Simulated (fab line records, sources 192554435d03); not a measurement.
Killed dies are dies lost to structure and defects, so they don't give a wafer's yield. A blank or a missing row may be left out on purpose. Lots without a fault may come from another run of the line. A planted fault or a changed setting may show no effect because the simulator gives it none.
fab line records | flow n5_finfet
record lots=10 wafers=29 last_day=18
route steps=1938 shown BEOL_M8@1342 PASSIVATION@1936
lots that met no fault: from a run of the same line without faults
start_h: hours from the record's first day to the start of the lot's first wafer shown | wait_h: hours since the lot's step before | " the same as in the row above | L1.1+2: a row that stands for several wafers | - no value, or no start given | * or withheld: withheld | < > ~ a bound
route shown NAME@n: a module of which the file shows steps, and the number in the route of the first | usual: mean/standard deviation of fault-free wafers | same: alike in all rows | chamber/n: place in a boat | sites: the reading at each site | _std_site: their standard deviation | _edge_site: outer sites' mean less inner sites' | radius_mm: how far each site lies from the wafer's centre | mask NAME#n: copy n | behind: the tool/chamber that last shaped the wafer | hold: why the lot was held/for how many hours/how that ended | device: the transistor (n, p or np) that didn't switch | end of line: the same wafers' tests at the end of the route | a step without rows: its recipe alone | killed: dies lost to structure and defects at the first sort, not the wafer's yield | map: a wafer's dies, x killed, . not, _ none there
set.NAME: the setting as run; set.NAME@STEP: as run at that earlier step | model.NAME: the simulator's own value behind a step, which no gauge read
steps of the route over a sample of lots; a table a step, a row a wafer
services: from which hour (start_h, from the record's first day; less than 0 if before it) a tool's chamber was out of use, for how many hours, and why
## steps
# step N5_BEOL_M8_EXPOSE_08
# recipe mask_id=M8 na=1.35 source_shape=dipole sigma_inner=0.817 sigma_outer=0.97 polarization=te dose_mj=68.25
# same dipole_opening_deg=35
# columns lot.wafer tool chamber start_h wait_h mask
L791.2+4+5 arfi_scanner-03 0 188.33 - M8#0
L789.1+2+3 arfi_scanner-03 0 190.79 - M8#0
L792.3+4+6 arfi_scanner-03 0 201.40 - M8#0
L793.2+4+6 arfi_scanner-03 0 207.81 - M8#0
L797.1+5+6 arfi_scanner-02 0 279.49 - M8#0
L795.3+4 arfi_scanner-02 0 280.58 - M8#0
L808.2+3+4 arfi_scanner-01 0 319.17 - M8#0
L811.2+3+5 arfi_scanner-03 0 343.34 - M8#0
L796.1+4+5 arfi_scanner-02 0 349.41 - M8#0
L812.2+3+5 arfi_scanner-01 0 355.42 - M8#0
# step N5_BEOL_M8_DESCUM_33
# recipe chemistry=O2 time_s=7 source_power_w=50 bias_power_w=20 pressure_mtorr=20 rf_frequency_hz=2.712e+07 temp_c=40 resist=CAR-EUV o2_flow_sccm=225
# usual bias_power_w=20.00/0.062 drypump_motor_current_A=5.81/0.3 oes_product_au=0.80/0.087 rf_fwd_power_W=49.36/0.22 rf_vpp_V=242.8/1.3 showerhead_plenum_p_Torr=2.07/0.077 throttle_valve_pct=20.4/0.32
# columns lot.wafer tool chamber start_h wait_h bias_power_w drypump_motor_current_A oes_product_au rf_fwd_power_W rf_hours_counter_h rf_vpp_V showerhead_plenum_p_Torr throttle_valve_pct
L791.2 rie_diel-03 1 189.55 0.0 20.09 5.97 0.92 49.72 30 243.5 2.02 20.3
L791.4 " 3 " " 19.97 5.30 0.82 49.24 69 243.5 2.10 20.1
L791.5 " 0 " " 19.99 5.66 0.97 49.14 - 244.5 2.17 20.4
L789.1 rie_diel-03 2 192.59 0.4 20.04 6.17 0.81 49.15 74 244.6 2.22 20.9
L789.2 " 1 " " 19.97 5.95 0.91 49.38 32 241.8 2.02 20.3
L789.3 " 0 " " 19.96 5.67 0.94 49.14 12 242.7 2.17 20.4
L792.3 rie_diel-03 2 202.61 0.1 19.93 6.16 0.80 49.38 78 245.9 2.21 20.9
L792.4 " 1 " " 20.04 5.95 0.92 49.81 36 242.3 2.02 20.3
L792.6 " 3 " " 20.03 5.31 0.80 49.29 - 243.8 2.09 20.1
L793.2 rie_diel-03 3 209.64 0.1 20.05 5.31 0.81 49.21 77 244.5 2.09 20.1
L793.4 " 2 " " 19.92 6.15 0.80 48.98 80 244.9 2.21 20.9
L793.6 " 1 " " 19.98 5.96 0.91 49.73 - 243.3 2.02 20.4
L797.1 rie_diel-05 3 282.36 0.0 20.04 5.88 0.76 49.57 207 242.1 2.10 20.9
L797.5 " 3 " " 19.97 5.88 0.76 49.73 - 244.0 2.10 20.9
L797.6 " 2 " " 20.01 6.14 0.85 49.25 - 244.7 2.13 20.2
L795.3 rie_diel-04 2 282.48 0.1 20.02 5.85 0.85 49.48 56 242.6 2.03 20.0
L795.4 " 0 " " 20.14 5.38 0.68 49.06 230 242.3 1.99 20.8
L808.2 rie_diel-04 0 320.48 0.0 19.98 5.41 0.67 49.58 243 241.8 1.99 20.8
L808.3 " 3 " " 19.92 6.13 0.83 49.37 81 243.4 2.01 20.3
L808.4 " 2 " " 19.94 5.81 0.83 49.30 69 242.9 2.03 20.1
L811.2 rie_diel-03 1 345.96 0.1 20.02 5.91 0.85 49.63 78 241.4 2.00 20.4
L811.3 " 0 " " 20.06 5.66 0.85 49.22 57 245.8 2.15 20.4
L811.5 " 2 " " 19.95 6.17 0.76 49.20 - 244.2 2.20 21.0
L796.1 rie_diel-03 1 354.24 0.0 19.91 5.96 0.85 49.48 81 242.1 2.00 20.4
L796.4 " 2 " " 19.90 6.13 0.75 49.12 128 245.0 2.20 21.0
L796.5 " 3 " " 19.97 5.30 0.76 49.15 - 241.9 2.08 20.2
L812.2 rie_diel-04 2 358.94 0.0 19.93 5.84 0.81 49.19 86 241.1 2.02 20.1
L812.3 " 1 " " 19.98 5.98 0.65 49.27 248 241.0 1.97 20.2
L812.5 " 2 " " 19.91 5.81 0.80 49.26 - 241.8 2.02 20.1
# step N5_BEOL_M8_STRIP_80
# recipe chemistry=N2/H2 time_s=10 power_w=450 temp_c=40 pressure_mtorr=20 rf_frequency_hz=6e+07 bias_power_w=7 n2_flow_sccm=200 h2_flow_sccm=200
# usual bias_power_w=7.000/0.021 drypump_motor_current_A=5.82/0.3 oes_product_au=0.80/0.087 rf_vpp_V=59.2/0.84 showerhead_plenum_p_Torr=2.51/0.096 throttle_valve_pct=23.6/0.39
# columns lot.wafer tool chamber start_h wait_h bias_power_w drypump_motor_current_A oes_product_au rf_hours_counter_h rf_vpp_V showerhead_plenum_p_Torr throttle_valve_pct
L791.2 rie_diel-03 1 - - 7.051 5.96 0.92 31 59.6 2.48 23.9
L791.4 " 3 " " 7.012 5.31 0.81 69 60.7 2.60 23.8
L791.5 " 0 " " 6.982 5.67 0.96 - 60.4 2.61 23.6
L789.1 rie_diel-03 2 - - 6.981 6.17 0.80 74 58.6 2.68 24.0
L789.2 " 1 " " 6.980 5.94 0.91 32 59.0 2.48 23.9
L789.3 " 0 " " 7.033 5.66 0.96 13 59.4 2.61 23.6
L792.3 rie_diel-03 2 - - 7.012 6.19 0.81 78 59.2 2.67 24.0
L792.4 " 1 " " 7.020 5.96 0.91 36 58.9 2.48 24.0
L792.6 " 3 " " 7.027 5.31 0.81 - 59.3 2.59 23.8
L793.2 rie_diel-03 3 - - 7.019 5.33 0.81 77 60.0 2.59 23.8
L793.4 " 2 " " 6.950 6.15 0.80 80 58.8 2.67 24.0
L793.6 " 1 " " 7.018 5.97 0.92 - 59.0 2.48 24.0
L797.1 rie_diel-05 3 - - 6.999 5.83 0.75 207 58.6 2.53 24.3
L797.5 " 3 " " 7.024 5.85 0.75 - 59.5 2.53 24.3
L797.6 " 2 " " 6.987 6.17 0.84 - 59.7 2.54 22.9
L795.3 rie_diel-04 2 - - 7.009 5.85 0.84 56 59.4 2.49 23.7
L795.4 " 0 " " 7.016 5.41 0.68 230 58.4 2.37 23.5
L808.2 rie_diel-04 0 - - 6.959 5.44 0.67 243 58.9 2.37 23.5
L808.3 " 3 " " 6.988 6.18 0.82 81 58.7 2.44 23.3
L808.4 " 2 " " 6.989 5.81 0.82 69 59.1 2.48 23.7
L811.2 rie_diel-03 1 - - 7.042 5.94 0.85 78 59.6 2.46 24.0
L811.3 " 0 " " 6.988 5.68 0.86 57 58.3 2.59 23.7
L811.5 " 2 " " 7.002 6.18 0.76 - 60.1 2.65 24.1
L796.1 rie_diel-03 1 - - 6.997 5.95 0.85 81 57.8 2.46 24.0
L796.4 " 2 " " 6.999 6.17 0.75 128 60.6 2.65 24.1
L796.5 " 3 " " 6.995 5.31 0.76 - 59.4 2.57 23.8
L812.2 rie_diel-04 2 - - 6.996 5.83 0.81 86 59.1 2.47 23.8
L812.3 " 1 " " 7.005 5.97 0.65 249 58.4 2.37 23.1
L812.5 " 2 " " 7.017 5.81 0.81 - 58.1 2.47 23.8
# step N5_BEOL_M8_OCD_MEAS_38
# usual trench_depth_nm=93/3.5
# columns lot.wafer tool chamber start_h wait_h trench_depth_nm
L791.2 ocd-02 - 189.98 - 95
L791.4 " - " " 92
L791.5 " - " " 97
L789.1 ocd-01 - 193.02 - 93
L789.2 " - " " 95
L789.3 " - " " 96
L792.3 ocd-01 - 203.04 - 92
L792.4 " - " " 96
L792.6 " - " " 92
L793.2 ocd-01 - 210.08 - 92
L793.4 " - " " 92
L793.6 " - " " 97
L797.1 ocd-01 - 282.79 - 98
L797.5 " - " " 99
L797.6 " - " " 96
L795.3 ocd-02 - 282.91 - 91
L795.4 " - " " 93
L808.2 ocd-02 - 320.92 - 91
L808.3 " - " " 96
L808.4 " - " " 91
L811.2 ocd-01 - 346.39 - 95
L811.3 " - " " 95
L811.5 " - " " 93
L796.1 ocd-02 - 354.67 - 94
L796.4 " - " " 91
L796.5 " - " " 92
L812.2 ocd-01 - 359.37 - 89
L812.3 " - " " 85
L812.5 " - " " 89
# step N5_BEOL_M8_CD_MEAS_35
# recipe target_cd_nm=40 polarity=opening
# usual cd_nm=39.9/0.87
# columns lot.wafer tool chamber start_h wait_h cd_nm
L791.2 cd_sem-02 - 190.23 0.0 40.0
L791.4 " - " " 39.3
L791.5 " - " " 41.4
L789.1 cd_sem-03 - 193.27 0.0 38.4
L789.2 " - " " 39.0
L789.3 " - " " 38.0
L792.3 cd_sem-01 - 203.20 0.0 38.9
L792.4 " - " " 38.6
L792.6 " - " " 38.5
L793.2 cd_sem-02 - 210.23 0.0 39.0
L793.4 " - " " 38.9
L793.6 " - " " 40.0
L797.1 cd_sem-02 - 283.04 0.0 40.7
L797.5 " - " " 40.1
L797.6 " - " " 39.6
L795.3 cd_sem-02 - 283.06 0.0 39.5
L795.4 " - " " 39.9
L808.2 cd_sem-01 - 321.07 0.0 40.7
L808.3 " - " " 39.8
L808.4 " - " " 41.6
L811.2 cd_sem-02 - 346.56 0.0 39.2
L811.3 " - " " 39.2
L811.5 " - " " 39.7
L796.1 cd_sem-03 - 354.83 0.0 40.4
L796.4 " - " " 40.3
L796.5 " - " " 37.0
L812.2 cd_sem-03 - 359.52 0.0 40.8
L812.3 " - " " 40.1
L812.5 " - " " 38.7
# step N5_PASSIVATION_PROBE_49
# usual defect_limited_yield=91.2/1.4 killed_at_M0_to_M3=33/9.5 killed_at_M4_up=13/4.7 killed_at_contacts=11/5.3 killed_at_front_end=42/12 killed_at_other=5/3.3 killed_dies=104/17 killed_open=67/12 killed_short=33/7.7 sort_bin_5_function=5.1/0.94 sort_bin_6_memory=3.3/0.67 sort_bin_8_speed=0.1/1.3 sort_n_pass=1074/24 sort_yield_pct=91.1/2
# same gross_dies=1180 killed_at_back_side=0 sort_bin_4_leakage[%]=0
# columns lot.wafer tool chamber start_h wait_h defect_limited_yield[%] killed_at_M0_to_M3 killed_at_M4_up killed_at_contacts killed_at_front_end killed_at_other killed_dies killed_open killed_short sort_bin_5_function[%] sort_bin_6_memory[%] sort_bin_8_speed[%] sort_n_pass sort_yield_pct[%]
L789.1 prober-02 - 253.63 0.0 91.8 25 17 5 47 3 97 53 42 4.4 3.1 0 1083 91.8
L789.2 prober-02 - 253.68 0.1 92.0 36 4 11 38 5 94 65 21 5.2 2.3 0 1086 92.0
L789.3 prober-02 - 253.73 0.1 94.7 34 3 3 15 7 62 45 16 3.1 2.0 0 1118 94.7
# killed by level:class
L789.1 FIN_SAQP:geometric_particle:short=13 BEOL_M2:geometric_particle:open=11 BEOL_M4:geometric_particle:open=7 FIN_SAQP:geometric_particle:open=6 GATE_CUT:geometric_particle:short=5 STARTING-WAFER:geometric_particle:short=5 BEOL_M4:geometric_particle:short=4 BEOL_M3:geometric_particle:open=3
L789.2 FIN_SAQP:geometric_particle:open=10 BEOL_M2:geometric_particle:open=10 MOL_CONTACT_COAG:geometric_particle:open=9 FIN_SAQP:geometric_particle:short=6 DUMMY_GATE:geometric_particle:open=6 BEOL_M1:geometric_particle:open=5 HKMG_FIN:area_etch=5 STI_FIN_REVEAL:geometric_particle:open=4
L789.3 BEOL_M2:geometric_particle:open=11 BEOL_M3:geometric_particle:open=7 BEOL_M1:geometric_particle:open=6 PASS1_CAP:geometric_particle:short=6 FIN_SAQP:geometric_particle:open=5 BEOL_M0:geometric_particle:open=4 MOL_CONTACT_COAG:geometric_particle:open=3 BEOL_M0_SAQP:geometric_particle:short=3
## services
# columns tool chamber start_h hours kind
rie_diel-03 3 191.96 1.7 repair
arfi_scanner-03 - 201.97 3.9 pm
rie_diel-03 0 210.20 8.6 repair
arfi_scanner-01 - 216.20 1.0 pm
rie_diel-03 1 224.57 8.3 repair
arfi_scanner-01 - 227.45 0.8 pm
arfi_scanner-02 - 236.13 1.3 pm
arfi_scanner-03 - 242.67 1.3 pm
arfi_scanner-01 - 251.76 1.3 pm
rie_diel-04 1 254.81 4.4 repair
arfi_scanner-02 - 255.41 0.8 pm
arfi_scanner-01 - 258.16 1.0 pm
arfi_scanner-02 - 275.27 0.3 repair
arfi_scanner-03 - 286.46 1.0 pm
arfi_scanner-02 - 297.97 1.0 pm
arfi_scanner-03 - 301.82 21.0 pm
rie_diel-04 0 342.77 - clean
rie_diel-04 0 342.77 - consumable_replace:focus_ring
rie_diel-04 0 342.77 - consumable_replace:showerhead
rie_diel-04 0 342.77 20.9 scheduled_down
rie_diel-04 0 342.77 20.9 vent_cycle
rie_diel-05 0 343.08 3.3 repair
rie_diel-03 3 343.44 1.5 repair
arfi_scanner-03 - 358.84 0.8 pm
## key
first_sign step=N5_BEOL_M8_CD_MEAS_35 reading=cd_nm direction=down sigmas=3.3 usual=39.9 struck=37.0
effect none on later readings
met_at N5_BEOL_M8_EXPOSE_08
struck_lots L796
struck_wafers L796.5
baseline_loss step=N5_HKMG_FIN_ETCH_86 wafers=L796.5
not_acting_at N5_BEOL_M8_DESCUM_33,N5_BEOL_M8_STRIP_80,N5_BEOL_M8_OCD_MEAS_38
onset_between 280.58 349.41
fault kind=process_parameter_drift tool=arfi_scanner-02 chamber=- onset_h=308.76 steps=N5_BEOL_M8_EXPOSE_08 channel=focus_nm offset=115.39 shape=step end_h=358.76 scope=struck_wafers_only
# baseline_loss: these wafers lose ten dies or more at that step, a loss of the line's own and not of a fault; the sort's usual values leave them out
